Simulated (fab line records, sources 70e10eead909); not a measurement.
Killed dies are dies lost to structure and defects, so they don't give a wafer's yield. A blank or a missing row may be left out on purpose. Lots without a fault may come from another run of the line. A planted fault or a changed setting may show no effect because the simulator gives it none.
fab line records | flow nand_harc
record lots=12 wafers=36 last_day=33
route steps=1302 shown A_BONDPAD@1221 THIN_TSV@1244 END@1302
lots that met no fault: from a run of the same line without faults
start_h: hours from the record's first day to the start of the lot's first wafer shown | wait_h: hours since the lot's step before | " the same as in the row above | L1.1+2: a row that stands for several wafers | - no value, or no start given | * or withheld: withheld | < > ~ a bound
route shown NAME@n: a module of which the file shows steps, and the number in the route of the first | usual: mean/standard deviation of fault-free wafers | same: alike in all rows | chamber/n: place in a boat | sites: the reading at each site | _std_site: their standard deviation | _edge_site: outer sites' mean less inner sites' | radius_mm: how far each site lies from the wafer's centre | mask NAME#n: copy n | behind: the tool/chamber that last shaped the wafer | hold: why the lot was held/for how many hours/how that ended | device: the transistor (n, p or np) that didn't switch | end of line: the same wafers' tests at the end of the route | a step without rows: its recipe alone | killed: dies lost to structure and defects at the first sort, not the wafer's yield | map: a wafer's dies, x killed, . not, _ none there
set.NAME: the setting as run; set.NAME@STEP: as run at that earlier step | model.NAME: the simulator's own value behind a step, which no gauge read
steps of the route over a sample of lots; a table a step, a row a wafer
services: from which hour (start_h, from the record's first day; less than 0 if before it) a tool's chamber was out of use, for how many hours, and why
## steps
# step NHARC_A_BONDPAD_CD_MEAS_13
# usual cd_nm=499.8/2.7
# columns lot.wafer tool chamber start_h wait_h cd_nm
L253.1 cd_sem-01 - 542.41 - 503.3
L253.2 " - " " 503.7
L253.5 " - " " 501.6
L252.1 cd_sem-02 - 545.30 - 500.1
L252.4 " - " " 502.6
L252.6 " - " " 500.8
L255.1 cd_sem-03 - 588.76 - 502.2
L255.2 " - " " 498.0
L255.5 " - " " 501.4
L264.3 cd_sem-01 - 651.94 - 496.1
L264.4 " - " " 497.7
L264.6 " - " " 496.2
L266.1 cd_sem-01 - 674.01 - 498.2
L266.3 " - " " 501.9
L266.4 " - " " 494.4
L265.1 cd_sem-03 - 675.59 - 504.3
L265.3 " - " " 501.5
L265.4 " - " " 500.4
L267.1 cd_sem-02 - 678.42 - 498.0
L267.3 " - " " 498.0
L267.4 " - " " 496.1
L269.3 cd_sem-03 - 683.79 - 497.8
L269.5 " - " " 498.1
L269.6 " - " " 500.0
L268.1 cd_sem-02 - 684.52 - 501.5
L268.3 " - " " 499.2
L268.4 " - " " 500.6
L271.1 cd_sem-02 - 718.47 - 497.1
L271.4 " - " " 502.2
L271.6 " - " " 498.7
L272.1 cd_sem-01 - 734.96 - 494.8
L272.2 " - " " 501.5
L272.5 " - " " 501.5
L274.2 cd_sem-02 - 745.34 - 501.3
L274.3 " - " " 506.1
L274.4 " - " " 498.6
# step NHARC_A_BONDPAD_STRIP_15
# recipe o2_flow_sccm=500 ar_flow_sccm=0 bias_w=0 chemistry=O2
# usual drypump_motor_current_A=5.85/0.25 oes_product_au=0.999/0.012 rf_vpp_V=57.7/0.98 showerhead_plenum_p_Torr=3.47/0.18 throttle_valve_pct=17.037/0.0092
# same bias_w=0
# columns lot.wafer tool chamber start_h wait_h drypump_motor_current_A oes_product_au rf_hours_counter_h rf_vpp_V showerhead_plenum_p_Torr throttle_valve_pct
L253.2 rie_diel-07 0 542.50 0.1 6.28 1.001 2 58.6 3.67 17.039
L253.1 " 1 " " 5.99 0.987 2 57.5 3.41 17.033
L253.5 " 0 " " 6.30 1.009 - 58.4 3.67 17.048
L252.1 rie_diel-02 2 545.39 0.1 5.79 1.006 22 57.6 3.29 17.039
L252.4 " 2 " " 5.80 1.013 - 57.2 3.29 17.020
L252.6 " 0 " " 5.97 0.996 - 60.1 3.72 17.041
L255.2 rie_diel-01 0 588.83 0.1 5.04 1.008 13 55.9 3.45 17.064
L255.1 " 1 " " 6.42 0.978 12 58.3 3.59 17.033
L255.5 " 1 " " 6.43 0.976 - 58.8 3.59 17.046
L264.3 rie_diel-02 3 652.06 0.1 5.87 0.989 12 56.7 3.31 17.031
L264.4 " 0 " " 5.99 1.002 14 57.7 3.71 17.026
L264.6 " 3 " " 5.86 0.989 - 57.0 3.31 17.046
L266.1 rie_diel-02 0 674.10 0.1 5.99 0.991 16 58.1 3.71 17.027
L266.3 " 2 " " 5.83 1.012 18 56.0 3.28 17.029
L266.4 " 3 " " 5.87 0.982 15 59.5 3.31 17.040
L265.3 rie_diel-02 2 675.67 0.1 5.80 1.014 18 56.2 3.28 17.065
L265.4 " 3 " " 5.90 0.978 15 56.1 3.31 17.043
L265.1 " 0 " " 5.98 1.010 16 58.9 3.71 17.029
L267.3 rie_diel-02 2 678.50 0.1 5.80 1.007 18 58.7 3.28 17.036
L267.4 " 0 " " 5.99 1.001 16 57.0 3.71 17.022
L267.1 " 1 " " 5.70 0.993 17 57.5 3.30 17.031
L269.3 rie_diel-02 0 683.89 0.1 5.98 1.002 18 58.7 3.71 17.047
L269.5 " 2 " " 5.79 1.002 - 57.0 3.28 17.037
L269.6 " 3 " " 5.88 0.985 - 56.6 3.31 17.040
L268.3 rie_diel-07 2 684.59 0.1 5.74 1.000 1 57.2 3.40 17.043
L268.1 " 0 " " 6.31 0.999 0 57.9 3.67 17.045
L268.4 " 1 " " 5.94 1.021 0 58.0 3.40 17.057
L271.4 rie_diel-07 3 718.56 0.1 5.83 1.004 1 57.4 3.76 17.043
L271.1 " 1 " " 5.96 1.012 1 55.6 3.40 17.052
L271.6 " 0 " " 6.27 0.988 - 57.8 3.67 17.045
L272.2 rie_diel-02 0 735.07 0.1 5.98 0.998 26 56.8 3.70 17.032
L272.1 " 1 " " 5.69 0.999 28 55.6 3.30 17.017
L272.5 " 3 " " 5.87 0.985 - 57.3 3.30 17.040
L274.3 rie_diel-07 3 745.41 0.1 5.84 1.024 2 58.9 3.76 17.034
L274.2 " 2 " " 5.68 0.996 2 58.0 3.40 17.035
L274.4 " 1 " " 5.95 0.998 - 57.3 3.40 17.049
# step NHARC_THIN_TSV_GRIND_00
# recipe target_thk_um=6
# usual motor_current_A=12.000/0.023
# columns lot.wafer tool chamber start_h wait_h motor_current_A
L253.1 grinder-01 0 551.00 0.1 11.969
L253.2 " 0 " " 11.997
L253.5 " 0 " " 12.009
L252.1 grinder-01 0 556.99 0.1 12.040
L252.4 " 0 " " 11.990
L252.6 " 0 " " 12.022
L255.1 grinder-01 0 601.76 0.1 12.015
L255.2 " 0 " " 12.014
L255.5 " 0 " " 11.994
L264.3 grinder-01 0 663.49 0.5 12.043
L264.4 " 0 " " 12.004
L264.6 " 0 " " 11.953
L266.1 grinder-01 0 686.25 0.1 11.991
L266.3 " 0 " " 11.983
L266.4 " 0 " " 11.961
L265.1 grinder-01 0 687.73 1.6 12.007
L265.3 " 0 " " 11.994
L265.4 " 0 " " 12.003
L267.1 grinder-01 0 690.40 0.1 12.027
L267.3 " 0 " " 11.981
L267.4 " 0 " " 11.974
L269.3 grinder-01 0 696.21 0.5 11.981
L269.5 " 0 " " 11.983
L269.6 " 0 " " 12.019
L268.1 grinder-01 0 697.01 1.3 12.021
L268.3 " 0 " " 11.993
L268.4 " 0 " " 12.005
L271.1 grinder-01 0 732.51 0.1 12.007
L271.4 " 0 " " 12.031
L271.6 " 0 " " 11.990
L272.1 grinder-01 0 753.24 0.1 12.018
L272.2 " 0 " " 11.998
L272.5 " 0 " " 11.999
L274.2 grinder-01 0 759.41 0.3 11.990
L274.3 " 0 " " 11.998
L274.4 " 0 " " 11.990
# step NHARC_THIN_TSV_CMP_01
# recipe target_thk_um=3
# usual motor_current_A=11.7/0.58
# columns lot.wafer tool chamber start_h wait_h motor_current_A
L253.1 cmp-02 1 552.23 1.0 13.2
L253.2 " 2 " " 10.9
L253.5 " 1 " " 12.5
L252.4 cmp-02 1 558.26 0.5 12.5
L252.1 " 2 " " 11.1
L252.6 " 3 " " 12.0
L255.1 cmp-02 0 603.03 1.1 11.7
L255.2 " 1 " " 12.0
L255.5 " 3 " " 12.3
L264.4 cmp-03 3 664.33 0.4 11.8
L264.3 " 1 " " 11.2
L264.6 " 2 " " 12.1
L266.1 cmp-01 0 687.48 1.0 10.7
L266.3 " 1 " " 12.3
L266.4 " 2 " " 12.3
L265.1 cmp-02 2 688.96 1.0 11.2
L265.3 " 3 " " 12.1
L265.4 " 0 " " 11.4
L267.3 cmp-01 2 691.64 0.6 11.2
L267.1 " 3 " " 12.6
L267.4 " 0 " " 11.7
L269.3 cmp-03 0 697.09 0.7 12.1
L269.5 " 2 " " 11.4
L269.6 " 3 " " 11.6
L268.1 cmp-03 0 698.24 1.0 11.8
L268.4 " 2 " " 10.9
L268.3 " 3 " " 11.4
L271.1 cmp-02 3 733.74 1.0 12.3
L271.4 " 0 " " 11.3
L271.6 " 2 " " 11.5
L272.1 cmp-03 1 754.48 1.0 11.6
L272.2 " 0 " " 11.5
L272.5 " 1 " " 11.4
L274.4 cmp-02 1 760.46 0.4 12.8
L274.2 " 2 " " 11.8
L274.3 " 3 " " 11.8
# step NHARC_END_SORT_01
# recipe temp_c=25
# usual defect_limited_yield=92.3/2.7 killed_at_array=47/18 killed_at_other=0.9/1.1 killed_at_periphery=4/3.1 killed_dies=52/18 killed_open=3.1/1.5 killed_short=2.4/1.5 sort_bin_2_pct=2.7/1.2 sort_bin_3_pct=0.6/0.38 sort_bin_4_pct=4.5/1.5 sort_n_pass=625/18 sort_rim_yield_pct=89/4.5 sort_yield_pct=92.3/2.7
# same gross_dies=677 sort_bin_5_pct[%]=0 sort_bin_6_pct[%]=0 sort_bin_7_pct[%]=0 sort_bin_8_pct[%]=0 sort_rim_n_gross=106.00
# columns lot.wafer tool chamber start_h wait_h defect_limited_yield[%] killed_at_array killed_at_other killed_at_periphery killed_dies killed_open killed_short sort_bin_2_pct[%] sort_bin_3_pct[%] sort_bin_4_pct[%] sort_n_pass sort_rim_yield_pct[%] sort_yield_pct[%]
L253.1 prober-01 0 568.86 2.5 89.8 67 1 1 69 3 2 3.5 0.4 6.2 608 94 89.8
L253.2 prober-01 0 569.66 2.8 94.7 35 1 0 36 2 1 1.5 0.3 3.5 641 88 94.7
L253.5 prober-01 0 572.08 3.7 93.6 41 0 2 43 2 1 2.2 0.3 3.8 634 90 93.6
L252.1 prober-02 0 576.57 2.5 92.5 43 0 8 51 5 3 2.4 0.6 4.6 626 84 92.5
L252.4 prober-02 0 578.93 3.4 93.4 38 1 6 45 5 2 2.7 0.4 3.5 632 92 93.4
L252.6 prober-02 0 580.51 3.9 93.4 37 1 7 45 4 2 2.2 0.3 4.1 632 93 93.4
L255.1 prober-01 0 619.24 2.5 0 76 595 6 677 4 0 92.8 1.3 5.9 0 0 0
L255.2 prober-01 0 620.04 2.8 0 43 634 0 677 2 1 96.5 1.2 2.4 0 0 0
L255.5 prober-01 0 622.43 3.7 0 81 593 3 677 3 6 91.6 1.6 6.8 0 0 0
L264.3 prober-02 0 686.86 3.1 92.3 49 0 3 52 2 4 2.2 0.6 4.9 625 86 92.3
L264.4 prober-02 0 687.67 3.4 92.2 51 0 2 53 4 5 2.1 0.6 5.2 624 85 92.2
L264.6 prober-02 0 689.27 4.0 92.2 52 0 1 53 6 2 2.5 0.6 4.7 624 88 92.2
L265.1 prober-02 0 703.80 2.5 95.0 28 0 6 34 1 2 1.5 0.4 3.1 643 87 95.0
L265.3 prober-02 0 705.39 3.1 94.7 30 0 6 36 4 1 1.8 0 3.5 641 91 94.7
L266.1 prober-01 0 703.83 2.5 87.1 81 0 6 87 4 7 6.1 0.9 5.9 590 86 87.1
L266.3 prober-01 0 705.41 3.1 88.0 72 0 9 81 5 3 4.3 0.4 7.2 596 77 88.0
L267.1 prober-02 0 711.59 2.5 89.7 53 0 17 70 7 6 2.5 0.4 7.4 607 90 89.7
L267.3 prober-02 0 713.19 3.1 92.5 40 1 10 51 1 2 2.5 0.9 4.1 626 86 92.5
L268.1 prober-01 0 714.05 2.5 92.9 47 0 1 48 4 3 1.9 0.3 4.9 629 85 92.9
L268.3 prober-01 0 715.68 3.1 95.0 30 2 2 34 1 2 1.8 0.6 2.7 643 92 95.0
L268.4 prober-01 0 716.49 3.4 92.6 48 1 1 50 3 2 2.7 0.7 4.0 627 92 92.6
L269.3 prober-02 0 721.01 3.1 92.9 48 0 0 48 2 2 2.4 0.6 4.1 629 83 92.9
L269.5 prober-02 0 722.62 3.7 92.0 51 2 1 54 3 1 3.4 0.9 3.7 623 84 92.0
L269.6 prober-02 0 723.42 4.0 89.2 71 0 2 73 2 3 3.5 0.7 6.5 604 92 89.2
L271.1 prober-01 0 750.10 2.5 93.1 44 2 1 47 0 2 2.7 0.6 3.7 630 89 93.1
L271.4 prober-01 0 752.50 3.4 92.3 50 0 2 52 3 4 2.2 0.3 5.2 625 90 92.3
L271.6 prober-01 0 754.10 4.0 91.3 57 0 2 59 5 1 3.4 0.7 4.6 618 91 91.3
L272.1 prober-02 0 774.18 2.5 91.9 46 1 8 55 3 1 2.8 0.4 4.9 622 89 91.9
L272.2 prober-02 0 774.97 2.8 92.0 49 4 1 54 6 2 4.3 0.6 3.1 623 90 92.0
L272.5 prober-02 0 777.34 3.7 91.0 54 2 5 61 4 1 3.5 0.9 4.6 616 86 91.0
L274.2 prober-01 0 788.88 2.8 93.1 45 0 2 47 0 0 2.7 0.1 4.1 630 91 93.1
L274.3 prober-01 0 789.68 3.1 93.9 35 0 6 41 1 1 1.2 0.3 4.6 636 89 93.9
L274.4 prober-01 0 790.48 3.4 92.2 43 0 10 53 4 1 2.4 0.3 5.2 624 92 92.2
# killed by level:class
L253.1 A_CHANNEL_HOLE_D1:chamber_film_flake=36 A_CHANNEL_HOLE_D2:chamber_film_flake=13 A_STAIRCASE:chamber_film_flake=5 A_BLC:geometric_particle:open=3 A_DECK1_JOINT:chamber_film_flake=3 A_CONTACT:chamber_film_flake=3 A_M0:chamber_film_flake=2 A_CHANNEL_FILL_D1:geometric_particle:short=1
L253.2 A_CHANNEL_HOLE_D1:chamber_film_flake=26 A_CHANNEL_HOLE_D2:chamber_film_flake=3 A_CHANNEL_FILL_D2:geometric_particle:open=1 A_WL_FILL:geometric_particle:short=1 A_M1:geometric_particle:open=1 A_DECK1_JOINT:chamber_film_flake=1 A_STAIRCASE:chamber_film_flake=1 A_CONTACT:chamber_film_flake=1
L253.5 A_CHANNEL_HOLE_D1:chamber_film_flake=25 A_CONTACT:chamber_film_flake=5 A_CHANNEL_HOLE_D2:chamber_film_flake=4 A_STAIRCASE:chamber_film_flake=3 P_CONTACT:geometric_particle:open=1 A_DECK1_JOINT:geometric_particle:short=1 A_SGD_CUT:geometric_particle:open=1 P_STI:chamber_film_flake=1
L252.1 A_SLIT:chamber_film_flake=22 P_CONTACT:chamber_film_flake=5 A_CONTACT:chamber_film_flake=5 A_CHANNEL_HOLE_D2:chamber_film_flake=4 A_WL_FILL:chamber_film_flake=2 A_M0:chamber_film_flake=2 P_STI:geometric_particle:open=1 P_CONTACT:geometric_particle:short=1
L252.4 A_SLIT:chamber_film_flake=14 A_CHANNEL_HOLE_D2:chamber_film_flake=8 A_STAIRCASE:chamber_film_flake=8 P_CONTACT:chamber_film_flake=4 A_CHANNEL_FILL_D1:geometric_particle:short=2 A_CHANNEL_FILL_D1:geometric_particle:open=2 P_CONTACT:geometric_particle:open=1 A_CHANNEL_FILL_D2:geometric_particle:open=1
L252.6 A_SLIT:chamber_film_flake=17 A_STAIRCASE:chamber_film_flake=7 A_WL_FILL:chamber_film_flake=4 P_GATE:chamber_film_flake=2 P_CONTACT:chamber_film_flake=2 A_CHANNEL_HOLE_D2:chamber_film_flake=2 A_M0:chamber_film_flake=2 P_M0:geometric_particle:open=1
L255.1 THIN_TSV:area_cmp=593 A_CHANNEL_HOLE_D2:chamber_film_flake=24 A_CHANNEL_HOLE_D1:chamber_film_flake=24 A_SLIT:chamber_film_flake=24 P_GATE:chamber_film_flake=4 THIN_TSV:chamber_film_flake=2 P_GATE:geometric_particle:open=1 P_M1:geometric_particle:open=1
L255.2 THIN_TSV:area_cmp=633 A_SLIT:chamber_film_flake=18 A_CHANNEL_HOLE_D2:chamber_film_flake=10 A_CHANNEL_HOLE_D1:chamber_film_flake=6 A_CONTACT:chamber_film_flake=5 A_SOURCE_PLATE:geometric_particle:open=1 A_ONON_D2:geometric_particle:short=1 A_SGD_CUT:geometric_particle:open=1
L255.5 THIN_TSV:area_cmp=593 A_CHANNEL_HOLE_D2:chamber_film_flake=36 A_SLIT:chamber_film_flake=22 A_CHANNEL_HOLE_D1:chamber_film_flake=10 A_CONTACT:chamber_film_flake=4 A_DECK1_JOINT:geometric_particle:short=2 A_M1:geometric_particle:open=2 P_GATE:chamber_film_flake=2
L264.3 A_CHANNEL_HOLE_D2:chamber_film_flake=22 A_CHANNEL_HOLE_D1:chamber_film_flake=13 A_CONTACT:chamber_film_flake=4 P_STI:chamber_film_flake=2 P_CONTACT:geometric_particle:open=1 A_SOURCE_PLATE:geometric_particle:short=1 A_ONON_D1:geometric_particle:short=1 A_CHANNEL_FILL_D2:geometric_particle:open=1
L264.4 A_CHANNEL_HOLE_D2:chamber_film_flake=20 A_CHANNEL_HOLE_D1:chamber_film_flake=14 A_CHANNEL_FILL_D2:chamber_film_flake=3 A_SGD_CUT:geometric_particle:short=2 A_DECK1_JOINT:chamber_film_flake=2 A_SLIT:chamber_film_flake=2 A_CONTACT:chamber_film_flake=2 P_M0:geometric_particle:open=1
L264.6 A_CHANNEL_HOLE_D2:chamber_film_flake=16 A_CHANNEL_HOLE_D1:chamber_film_flake=14 A_CONTACT:chamber_film_flake=6 A_STAIRCASE:chamber_film_flake=4 A_DECK1_JOINT:geometric_particle:open=2 A_WL_FILL:chamber_film_flake=2 A_ONON_D1:geometric_particle:short=1 A_ONON_D1:geometric_particle:open=1
L265.1 A_CHANNEL_HOLE_D1:chamber_film_flake=18 P_STI:chamber_film_flake=4 A_STAIRCASE:chamber_film_flake=3 A_CHANNEL_FILL_D2:chamber_film_flake=2 A_WL_FILL:chamber_film_flake=2 P_CONTACT:geometric_particle:open=1 A_CHANNEL_FILL_D1:geometric_particle:short=1 A_SGD_CUT:geometric_particle:short=1
L266.1 A_CHANNEL_HOLE_D1:chamber_film_flake=32 A_SLIT:chamber_film_flake=20 A_CHANNEL_HOLE_D2:chamber_film_flake=11 A_STAIRCASE:chamber_film_flake=6 P_GATE:chamber_film_flake=3 A_WL_FILL:geometric_particle:short=2 A_BONDPAD:chamber_film_flake=2 P_CONTACT:geometric_particle:short=1
L265.3 A_CHANNEL_HOLE_D1:chamber_film_flake=17 A_STAIRCASE:chamber_film_flake=5 P_STI:chamber_film_flake=2 A_BONDPAD:chamber_film_flake=2 P_CONTACT:geometric_particle:open=1 P_M0:geometric_particle:open=1 A_CHANNEL_FILL_D1:geometric_particle:open=1 A_ONON_D2:geometric_particle:open=1
L266.3 A_SLIT:chamber_film_flake=26 A_CHANNEL_HOLE_D1:chamber_film_flake=16 A_CHANNEL_HOLE_D2:chamber_film_flake=15 A_BONDPAD:chamber_film_flake=5 A_STAIRCASE:chamber_film_flake=3 P_STI:chamber_film_flake=2 P_CONTACT:geometric_particle:short=1 P_M0:geometric_particle:short=1
L267.1 A_CHANNEL_HOLE_D2:chamber_film_flake=16 A_CHANNEL_HOLE_D1:chamber_film_flake=10 P_CONTACT:chamber_film_flake=8 A_CONTACT:chamber_film_flake=6 A_SLIT:chamber_film_flake=6 P_M2:chamber_film_flake=4 A_STAIRCASE:chamber_film_flake=4 A_M0:geometric_particle:open=3
L267.3 A_CHANNEL_HOLE_D2:chamber_film_flake=14 A_CHANNEL_HOLE_D1:chamber_film_flake=12 A_CONTACT:chamber_film_flake=9 P_GATE:chamber_film_flake=4 P_M2:chamber_film_flake=3 P_CONTACT:chamber_film_flake=2 A_DECK1_JOINT:geometric_particle:short=1 A_CHANNEL_FILL_D2:geometric_particle:open=1
L268.1 A_CHANNEL_HOLE_D2:chamber_film_flake=21 A_CHANNEL_HOLE_D1:chamber_film_flake=9 A_SLIT:chamber_film_flake=5 A_STAIRCASE:chamber_film_flake=3 A_CHANNEL_FILL_D2:chamber_film_flake=2 P_GATE:geometric_particle:open=1 A_ONON_D1:geometric_particle:open=1 A_ONON_D1:geometric_particle:short=1
L268.3 A_CHANNEL_HOLE_D2:chamber_film_flake=14 A_STAIRCASE:chamber_film_flake=5 A_CHANNEL_HOLE_D1:chamber_film_flake=4 A_CHANNEL_FILL_D2:chamber_film_flake=2 THIN_TSV:chamber_film_flake=2 A_CONTACT:chamber_film_flake=2 P_CONTACT:geometric_particle:short=1 A_CHANNEL_FILL_D2:geometric_particle:short=1
L268.4 A_CHANNEL_HOLE_D2:chamber_film_flake=19 A_SLIT:chamber_film_flake=7 A_CHANNEL_HOLE_D1:chamber_film_flake=6 A_STAIRCASE:chamber_film_flake=6 A_CHANNEL_FILL_D2:chamber_film_flake=3 A_CONTACT:chamber_film_flake=3 P_CONTACT:geometric_particle:open=1 A_DECK1_JOINT:geometric_particle:short=1
L269.3 A_SLIT:chamber_film_flake=20 A_CHANNEL_HOLE_D1:chamber_film_flake=14 A_CONTACT:chamber_film_flake=6 A_STAIRCASE:chamber_film_flake=3 A_CHANNEL_FILL_D1:geometric_particle:open=2 A_ONON_D1:geometric_particle:short=1 A_WL_FILL:geometric_particle:short=1 A_DECK1_JOINT:chamber_film_flake=1
L269.5 A_SLIT:chamber_film_flake=25 A_CHANNEL_HOLE_D1:chamber_film_flake=17 A_DECK1_JOINT:chamber_film_flake=2 A_WL_FILL:chamber_film_flake=2 A_CONTACT:chamber_film_flake=2 A_CONTACT:geometric_particle:open=1 A_BLC:geometric_particle:open=1 P_ZERO_WELL:chamber_film_flake=1
L269.6 A_CHANNEL_HOLE_D1:chamber_film_flake=34 A_SLIT:chamber_film_flake=22 A_STAIRCASE:chamber_film_flake=3 A_CONTACT:chamber_film_flake=3 A_WL_FILL:chamber_film_flake=2 A_SOURCE_PLATE:geometric_particle:short=1 A_ONON_D1:geometric_particle:short=1 A_ONON_D2:geometric_particle:short=1
L271.1 A_CHANNEL_HOLE_D2:chamber_film_flake=19 A_CHANNEL_HOLE_D1:chamber_film_flake=7 A_STAIRCASE:chamber_film_flake=6 A_WL_FILL:chamber_film_flake=5 A_SLIT:chamber_film_flake=2 A_CONTACT:chamber_film_flake=2 A_M0:chamber_film_flake=2 THIN_TSV:chamber_film_flake=2
L271.4 A_CHANNEL_HOLE_D2:chamber_film_flake=14 A_CHANNEL_HOLE_D1:chamber_film_flake=7 A_SLIT:chamber_film_flake=7 A_M0:chamber_film_flake=7 A_WL_FILL:chamber_film_flake=4 A_STAIRCASE:chamber_film_flake=3 P_GATE:geometric_particle:short=1 A_SOURCE_PLATE:geometric_particle:open=1
L271.6 A_CHANNEL_HOLE_D2:chamber_film_flake=23 A_CHANNEL_HOLE_D1:chamber_film_flake=8 A_STAIRCASE:chamber_film_flake=6 A_SLIT:chamber_film_flake=6 A_M0:chamber_film_flake=5 A_WL_FILL:chamber_film_flake=2 P_M0:geometric_particle:open=1 A_SOURCE_PLATE:geometric_particle:open=1
L272.1 A_SLIT:chamber_film_flake=23 A_CHANNEL_HOLE_D1:chamber_film_flake=5 A_STAIRCASE:chamber_film_flake=5 A_CONTACT:chamber_film_flake=3 P_ZERO_WELL:chamber_film_flake=2 P_M2:chamber_film_flake=2 A_ZERO_WELL:chamber_film_flake=2 A_SGD_CUT:chamber_film_flake=2
L272.2 A_SLIT:chamber_film_flake=23 A_STAIRCASE:chamber_film_flake=6 A_CHANNEL_HOLE_D1:chamber_film_flake=5 A_CHANNEL_HOLE_D2:chamber_film_flake=4 THIN_TSV:chamber_film_flake=3 A_CHANNEL_FILL_D1:geometric_particle:open=2 A_WL_FILL:chamber_film_flake=2 P_M0:geometric_particle:open=1
L272.5 A_SLIT:chamber_film_flake=17 A_CHANNEL_HOLE_D1:chamber_film_flake=13 A_CHANNEL_HOLE_D2:chamber_film_flake=5 A_STAIRCASE:chamber_film_flake=4 A_SGD_CUT:chamber_film_flake=4 A_ZERO_WELL:chamber_film_flake=3 P_M2:chamber_film_flake=2 A_CHANNEL_FILL_D1:chamber_film_flake=2
L274.2 A_CHANNEL_HOLE_D2:chamber_film_flake=24 A_CHANNEL_HOLE_D1:chamber_film_flake=7 A_SLIT:chamber_film_flake=5 A_CONTACT:chamber_film_flake=3 A_ZERO_WELL:chamber_film_flake=2 A_SGD_CUT:chamber_film_flake=2 P_M2:chamber_film_flake=1 P_GATE:chamber_film_flake=1
L274.3 A_CHANNEL_HOLE_D2:chamber_film_flake=15 A_CHANNEL_HOLE_D1:chamber_film_flake=8 A_CONTACT:chamber_film_flake=5 P_M2:chamber_film_flake=4 A_SLIT:chamber_film_flake=4 P_CONTACT:geometric_particle:open=1 A_CHANNEL_HOLE_D1:geometric_particle:short=1 P_M0:chamber_film_flake=1
L274.4 A_CHANNEL_HOLE_D2:chamber_film_flake=17 A_CHANNEL_HOLE_D1:chamber_film_flake=11 A_SLIT:chamber_film_flake=7 P_M2:chamber_film_flake=6 P_GATE:chamber_film_flake=2 A_ZERO_WELL:chamber_film_flake=2 A_CONTACT:chamber_film_flake=2 P_CONTACT:geometric_particle:open=1
## services
# columns tool chamber start_h hours kind
cmp-03 - 519.06 2.2 repair
cmp-02 - 528.05 4.0 pm
rie_diel-02 3 533.19 15.8 repair
rie_diel-07 2 536.61 9.3 repair
cmp-03 - 549.84 1.4 repair
cmp-03 - 554.00 4.0 pm
grinder-01 - 559.03 4.0 repair
cmp-03 - 565.42 2.7 repair
rie_diel-02 - 571.27 9.0 pm
cmp-03 - 583.77 0.7 repair
grinder-01 - 597.28 3.6 repair
rie_diel-07 0 600.08 6.3 repair
rie_diel-02 3 610.42 14.1 repair
cmp-03 - 619.62 1.4 repair
cmp-02 - 626.05 4.0 pm
cmp-02 - 631.80 1.5 repair
rie_diel-07 - 648.20 9.0 pm
cmp-03 - 652.00 4.0 pm
rie_diel-07 3 657.39 7.4 repair
cmp-02 - 721.51 1.6 repair
cmp-02 - 724.05 4.0 pm
grinder-01 - 724.17 1.8 repair
grinder-01 - 736.75 8.0 pm
rie_diel-02 - 748.27 9.0 pm
## key
first_sign step=NHARC_END_SORT_01 reading=killed_at_other direction=up sigmas=99+ usual=0.9 struck=607.3
effect step=NHARC_END_SORT_01 reading=sort_bin_2_pct direction=up sigmas=77 usual=2.7 struck=93.6
more_kills_born_at NHARC_THIN_TSV_CMP_01@cmp-02=1819
met_at NHARC_THIN_TSV_GRIND_00
struck_lots L255
later_rows_left_out L255.1,L255.2,L255.5
not_acting_at NHARC_A_BONDPAD_CD_MEAS_13,NHARC_A_BONDPAD_STRIP_15,NHARC_THIN_TSV_CMP_01
onset_between 556.99 601.76
fault kind=process_parameter_drift tool=grinder-01 chamber=- onset_h=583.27 steps=NHARC_THIN_TSV_GRIND_00 channel=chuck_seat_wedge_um offset=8 shape=step end_h=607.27
# later_rows_left_out: the simulator's readings of these wafers behind a module that went badly wrong aren't trusted and aren't shown, but for the sort
